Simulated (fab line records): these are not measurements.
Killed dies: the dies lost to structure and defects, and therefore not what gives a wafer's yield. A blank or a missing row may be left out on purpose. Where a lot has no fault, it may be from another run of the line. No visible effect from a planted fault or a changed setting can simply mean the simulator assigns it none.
8D (eight disciplines) problem report, filled in by code -- flow n5Finfet -- the parts of the form that need people (team, actions taken, sign-off) are left out

1. PROBLEM STATEMENT
N5_PASSIVATION_PROBE_49, killedAtFrontEnd: mean 141 over 1 wafer from 1 lot; wafers with no fault: 41, standard deviation 11. Measured from the usual mean, that is +9.1 standard deviations.
Seen first at day 18 02:30 on prober-01, wafer L615.4. The record holds 6 wafers of 2 lots with a number at this step. The rule behind "out" and "out of limits": a value lying over 4 standard deviations away from the usual mean. Any other wafer with a number is counted as sound.

2. WHAT IT IS AND WHAT IT IS NOT
question,is,is not
which readings at this step,"killedAtFrontEnd, defectLimitedYield, killedDies, sort_bin_5_function, sortNPass, sortYieldPct","killed_at_M4_up, killedAtContacts, killedAtOther, killedOpen, killedShort"
which lots,L615,L600
which wafers of those lots,L615.4,"L615.1, L615.5"
read on which tools,prober-01,-
when,from day 18 02:30,up to then (4 sound wafers); but 1 sound wafer of L615 came after

3. SUSPECTS, AND WHAT RULES EACH OUT
Counting: a tool at a process step up to the reading stays a suspect if it ran every lot that is out. Sound lots after the first of them don't rule it out here, since some wafers of a struck lot are sound.
- rieDiel-04 at N5_SDB_ETCH_18 (etches SOC in N2/H2, target depth 100 nm, overetch 20 nm, time 150 s): kept. It ran the lot that is out, L615 (day 9 00:47).
- rieDiel-04 at N5_SDB_HM_OPEN_20 (chemistry CH3F/O2, target SiNx, stops on poly-Si, target depth 24 nm): kept. It ran the lot that is out, L615 (day 9 00:56).
- wetBench-03 at N5_SDB_PRECLEAN_23 (cleans in dHF, time 30 s): kept. It ran the lot that is out, L615 (day 9 01:10).
- rieDiel-04 at N5_SDB_ETCH_25 (etches SiO2 in C4F6/O2, target depth 10 nm, time 3.3 s): kept. It ran the lot that is out, L615 (day 9 01:14); its last sound lot up to then is L600 (day 5 11:30).
- aldHk-02 at N5_HKMG_FIN_HK_ALD_01 (deposits HfO2, target thk 1.6 nm, pulse time 3 s, purge time 3 s): kept. It ran the lot that is out, L615 (day 9 05:09); its last sound lot up to then is L600 (day 5 16:34).
- rtpAnneal-01 at N5_HKMG_FIN_HK_ANNEAL_02 (time 30 s): kept. It ran the lot that is out, L615 (day 9 05:20); its last sound lot up to then is L600 (day 5 16:50).
- prober-01 at N5_PASSIVATION_PROBE_49: kept. It ran the lot that is out, L615 (day 18 02:21); its last sound lot up to then is L600 (day 14 07:51). Its own readings are out on those wafers: defectLimitedYield, killedAtFrontEnd, killedDies, sort_bin_5_function, sortNPass, sortYieldPct.
- At N5_SDB_ETCH_18, inside rieDiel-04: chamber 0 took the wafers that are out, while their sound lot-mates went through chambers 2, 3.
- At N5_SDB_HM_OPEN_20, inside rieDiel-04: chamber 0 took the wafers that are out, while their sound lot-mates went through chambers 2, 3.
- At N5_SDB_ETCH_25 on rieDiel-04, chamber 0 took the sound wafers of the same lots and chamber 1 took the wafers that are out.
- At N5_HKMG_FIN_HK_ALD_01, inside aldHk-02: chamber 0 took the wafers that are out, while their sound lot-mates went through chambers 1, 2.
Left after counting: rieDiel-04 at N5_SDB_ETCH_18, rieDiel-04 at N5_SDB_HM_OPEN_20, wetBench-03 at N5_SDB_PRECLEAN_23, rieDiel-04 at N5_SDB_ETCH_25, aldHk-02 at N5_HKMG_FIN_HK_ALD_01, rtpAnneal-01 at N5_HKMG_FIN_HK_ANNEAL_02, prober-01 at N5_PASSIVATION_PROBE_49.

4. THE CAUSE (what the simulator had put in)
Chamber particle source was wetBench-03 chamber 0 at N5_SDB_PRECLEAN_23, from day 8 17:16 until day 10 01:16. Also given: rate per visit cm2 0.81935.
This tool is one of the 7 suspects left after counting.

5. THE EFFECT CHAIN, in route order
Each row: a reading whose mean over the struck wafers that have a number lies more than 3 standard deviations from the usual. Only readings for which the record gives a usual standard deviation are gone through. hours: the time from each lot's start at the first step in this table that gives one to its start at this step, as a median over the lots. sigmas: the change in usual standard deviations.
hours,step,reading,usual,on struck wafers,change,sigmas
0,N5_PASSIVATION_PROBE_49,defectLimitedYield,91.2 %,81.5,-9.7,-6.9
0,N5_PASSIVATION_PROBE_49,killedAtFrontEnd,41,141,+100,+9.1
0,N5_PASSIVATION_PROBE_49,killedDies,104,218,+114,+7.1
0,N5_PASSIVATION_PROBE_49,killedOnRim,14,27,+13,+3.3
0,N5_PASSIVATION_PROBE_49,sort_bin_5_function,5.1 %,11.7,+6.6,+7.3
0,N5_PASSIVATION_PROBE_49,sortNPass,1076,962,-114,-7.1
0,N5_PASSIVATION_PROBE_49,sortYieldPct,91.2 %,81.5,-9.7,-6.9
Its process steps:
- N5_PASSIVATION_PROBE_49

6. WHAT WOULD HAVE CAUGHT IT SOONER
The fault began at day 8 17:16; the first out-of-limits reading in this record came at day 18 02:30, 225 hours later.
The start of N5_SDB_PRECLEAN_23 on wetBench-03 came by day 18 02:30 for every one of the lots that are out (1). Tool hold at that time: it would have spared none of them.
